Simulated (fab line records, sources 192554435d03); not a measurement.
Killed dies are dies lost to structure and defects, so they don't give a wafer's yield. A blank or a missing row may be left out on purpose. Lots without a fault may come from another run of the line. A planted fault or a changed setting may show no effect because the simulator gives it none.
Chamber matching | flow n5_finfet | N5_MIM_BOT_ETCH_STRIP_01 on rie_diel-03: 4 sister chambers
The step strips in O2. 16 wafers are shown with their chamber, then 8 later ones without.

WAFERS WITH THEIR CHAMBER
wafer  | chamber | drypump_motor_current_A (A) | showerhead_plenum_p_Torr (Torr) | throttle_valve_pct (%)
L786.2 | 3       | 6.1                         | 2.08                            | 16.83
L786.4 | 0       | 6.4                         | 2.14                            | 16.44
L786.6 | 3       | 6.1                         | 2.08                            | 16.77
L787.1 | 1       | 6.7                         | 2.16                            | 16.49
L787.2 | 0       | 6.4                         | 2.13                            | 16.49
L787.5 | 3       | 6.2                         | 2.07                            | 16.87
L793.1 | 3       | 6.2                         | 2.07                            | 16.87
L793.3 | 0       | 6.4                         | 2.13                            | 16.43
L793.4 | 1       | 6.7                         | 2.15                            | 16.52
L797.1 | 3       | 6.1                         | 2.07                            | 16.85
L797.3 | 1       | 6.7                         | 2.15                            | 16.51
L797.4 | 2       | 5.8                         | 2.20                            | 16.91
L795.2 | 1       | 6.7                         | 2.15                            | 16.50
L795.4 | 3       | 6.1                         | 2.07                            | 16.81
L795.6 | 2       | 5.8                         | 2.20                            | 16.92
L796.1 | 1       | 6.7                         | 2.15                            | 16.51

SIGNATURES (means of the wafers above)
reading                  | chamber 0 | chamber 1 | chamber 2 | chamber 3 | scatter within a chamber
drypump_motor_current_A  | 6.400     | 6.700     | 5.800     | 6.133     | 0.0333
showerhead_plenum_p_Torr | 2.1333    | 2.1520    | 2.2000    | 2.0733    | 0.00483
throttle_valve_pct       | 16.4533   | 16.5060   | 16.9150   | 16.8333   | 0.0291
Rule: a wafer's distance from a chamber is the root of the sum, over the readings, of the square of ((its reading less the chamber's mean) divided by the reading's scatter). The wafer belongs to the nearest chamber; if the next one is less than 2 further off, it can't be placed. The scatter: the root of (the sum of the squares of (reading less its chamber's mean) over the shown wafers, divided by (wafers less chambers)).

WAFERS WITHOUT THEIR CHAMBER
wafer  | drypump_motor_current_A (A) | showerhead_plenum_p_Torr (Torr) | throttle_valve_pct (%)
L796.4 | 5.8                         | 2.20                            | 16.88
L796.5 | 6.4                         | 2.13                            | 16.53
L799.2 | 5.8                         | 2.20                            | 16.93
L799.3 | 6.4                         | 2.12                            | 16.55
L799.5 | 6.7                         | 2.14                            | 16.49
L800.2 | 5.8                         | 2.20                            | 16.90
L800.3 | 6.4                         | 2.12                            | 16.51
L800.4 | 6.7                         | 2.15                            | 16.50

WHICH CHAMBER EACH WENT THROUGH
wafer  | from the rows above | in truth
L796.4 | 2                   | 2
L796.5 | 0                   | 0
L799.2 | 2                   | 2
L799.3 | 0                   | 0
L799.5 | 1                   | 1
L800.2 | 2                   | 2
L800.3 | 0                   | 0
L800.4 | 1                   | 1
Placed correctly: 8 of 8. Can't be placed from these rows: 0. Placed wrongly: 0.
